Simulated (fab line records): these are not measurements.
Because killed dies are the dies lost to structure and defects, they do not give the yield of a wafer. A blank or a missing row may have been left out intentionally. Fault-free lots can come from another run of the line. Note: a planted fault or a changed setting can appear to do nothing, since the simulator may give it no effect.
Chamber matching | flow n5-finfet | rie-diel-02 running N5_MOL_CONTACT_COAG_DESCUM_45: 4 sister chambers
The step chemistry O2, time 7 s. 16 wafers are shown with their chamber, then 8 later ones without.

WAFERS PAIRED WITH THEIR CHAMBERS
wafer  | chamber | drypump-motor-current-A (A) | throttle-valve-pct (%) | showerhead-plenum-p-Torr (Torr)
L076.2 | 3       | 5.1                         | 20.28                  | 2.17
L076.3 | 1       | 4.7                         | 20.60                  | 2.12
L076.5 | 3       | 5.1                         | 20.27                  | 2.17
L078.1 | 2       | 5.5                         | 20.37                  | 2.09
L078.3 | 0       | 5.6                         | 20.84                  | 2.16
L078.4 | 2       | 5.5                         | 20.39                  | 2.09
L079.2 | 2       | 5.5                         | 20.36                  | 2.09
L079.5 | 3       | 5.1                         | 20.30                  | 2.17
L079.6 | 0       | 5.7                         | 20.86                  | 2.16
L083.2 | 0       | 5.6                         | 20.86                  | 2.16
L083.3 | 3       | 5.1                         | 20.29                  | 2.17
L083.6 | 2       | 5.5                         | 20.38                  | 2.09
L084.2 | 0       | 5.6                         | 20.86                  | 2.16
L084.3 | 2       | 5.5                         | 20.36                  | 2.09
L084.4 | 1       | 4.7                         | 20.62                  | 2.11
L088.2 | 3       | 5.1                         | 20.30                  | 2.16

SIGNATURES, as means of the wafers listed above
reading                  | chamber 0 | chamber 1 | chamber 2 | chamber 3 | scatter within a chamber
drypump-motor-current-A  | 5.625     | 4.700     | 5.500     | 5.100     | 0.025
throttle-valve-pct       | 20.8550   | 20.6100   | 20.3720   | 20.2880   | 0.0124
showerhead-plenum-p-Torr | 2.1600    | 2.1150    | 2.0900    | 2.1680    | 0.00329
Rule: for a wafer and a chamber, the distance is found by dividing, reading by reading, the gap between the wafer's reading and the chamber's mean by the reading's scatter, squaring, summing and taking the root. If the next closest chamber is less than 2 further off than the closest, the wafer can't be placed; otherwise it belongs to the closest. The scatter: take each reading less its chamber's mean, square it, sum over the shown wafers, divide by the number of wafers less the number of chambers, and take the root.

WAFERS WHOSE CHAMBER IS MISSING
wafer  | drypump-motor-current-A (A) | throttle-valve-pct (%) | showerhead-plenum-p-Torr (Torr)
L088.3 | 4.7                         | 20.65                  | 2.11
L088.5 | 5.5                         | 20.41                  | 2.09
L089.3 | 4.7                         | 20.63                  | 2.11
L089.4 | 5.7                         | 20.87                  | 2.16
L089.5 | 4.7                         | 20.64                  | 2.11
L095.2 | 5.1                         | 20.34                  | 2.16
L095.3 | 5.7                         | 20.87                  | 2.15
L095.6 | 5.7                         | 20.89                  | 2.15

WHICH CHAMBER EACH ONE RAN IN
wafer  | from the rows above | in truth
L088.3 | 1                   | 1
L088.5 | 2                   | 2
L089.3 | 1                   | 1
L089.4 | 0                   | 0
L089.5 | 1                   | 1
L095.2 | 3                   | 3
L095.3 | 0                   | 0
L095.6 | 0                   | 0
Correctly placed: 8 of 8. Not placeable from these rows: 0. Placed wrongly: 0.
